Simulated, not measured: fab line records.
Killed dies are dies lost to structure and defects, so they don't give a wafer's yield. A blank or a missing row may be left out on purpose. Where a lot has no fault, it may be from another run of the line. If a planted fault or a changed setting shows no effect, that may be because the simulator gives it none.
Struck lot and sound lot, side by side + flow nandHarc + 13 out of 1159 route steps
Sound: wafers L302.3, L302.4, L302.5. Wafers struck: L309.4, L309.5, L309.6. At the end, the cause is stated.
Each step with rows lists, per side, the tool, then ch with its chambers, then its first start. Under that, the readings that differ: sound wafers + struck wafers + difference of the means + sigmas: that difference in standard deviations of wafers without a fault.
alike: a reading whose means differ by less than 2 such deviations, as well as words and numbers matching on both sides. not compared: withheld readings; readings where some wafer has no value; bounds like >300 that might hide an equal value; numbers whose values overlap and for which the record gives no deviation.
A row with sigmas, a row that says differs or no value, or rows on one side alone: a step with any of these is where the two part. Numbers that have no deviation but don't overlap get no sigmas and don't part them. A reading missing from all wafers of one side parts the sides only when that side holds two or more wafers.

NHARC_A_ZERO_WELL_INSPECT_17:
  sound on defectInspect-02, day 7 09:16; struck on defectInspect-01, day 9 08:46
  alike: rawDefectCount
then, 3 steps without rows for these wafers: NHARC_A_SOURCE_PLATE_PRECLEAN_00 (cleans in HF-LAST, time 60 s); NHARC_A_SOURCE_PLATE_SRD_01; NHARC_A_SOURCE_PLATE_OXIDE_02 (material SiO2, target thk 10 nm, ox time 1362 s).
NHARC_A_SOURCE_PLATE_THK_MEAS_09: measures by ellipsometry.
  sound on filmMetro-02, day 7 16:41; struck on filmMetro-02, day 9 15:55
  alike: thkNm
then, 3 steps without rows for these wafers: NHARC_A_SOURCE_PLATE_PVD_04 (deposits WSi2, target thk 50 nm); NHARC_A_SOURCE_PLATE_CVD_03 (deposits poly-Si, target thk 200 nm, time 4000 s); NHARC_A_SOURCE_PLATE_ANNEAL_05 (time 1800 s).
NHARC_A_SOURCE_PLATE_THK_MEAS_06: measures by ellipsometry.
  sound on filmMetro-01, day 8 06:38; struck on filmMetro-02, day 10 05:16
| reading    | sound             | struck            | difference | sigmas |
|------------|-------------------|-------------------|------------|--------|
| thkNm (nm) | 204.3 204.3 205.0 | 197.8 199.9 200.5 | -5.1       | -2     |
NHARC_A_SOURCE_PLATE_INSPECT_08:
  sound on defectInspect-01, day 8 06:42; struck on defectInspect-01, day 10 05:19
  alike: rawDefectCount
NHARC_A_ONON_D1_DEP_00: target thk 1000 nm.
  sound on pecvdOnon-03 ch 0, day 8 06:53; struck on pecvdOnon-03 ch 0, day 10 05:34
NHARC_A_ONON_D1_THK_MEAS_02: measures by ellipsometry.
  sound on filmMetro-02, day 8 07:17; struck on filmMetro-02, day 10 06:04
| reading    | sound       | struck         | difference | sigmas |
|------------|-------------|----------------|------------|--------|
| thkNm (nm) | 986 985 985 | 1296 1295 1295 | +310       | +34    |
  not compared: hold
-- jump in the record: it breaks off in module A_ONON_D1 and resumes in module END (first step shown: number 1159 of the route), and 12 days separate the struck wafers' starts before and after --
NHARC_END_SORT_01:
  at this point the record logs the struck wafers (prober-02 ch 0, day 22 01:53) and has no rows for the sound ones

WHERE THEY PART
At NHARC_A_SOURCE_PLATE_THK_MEAS_06 first; at NHARC_END_SORT_01 last (within this record only).

WHY: what had been put in by the simulator
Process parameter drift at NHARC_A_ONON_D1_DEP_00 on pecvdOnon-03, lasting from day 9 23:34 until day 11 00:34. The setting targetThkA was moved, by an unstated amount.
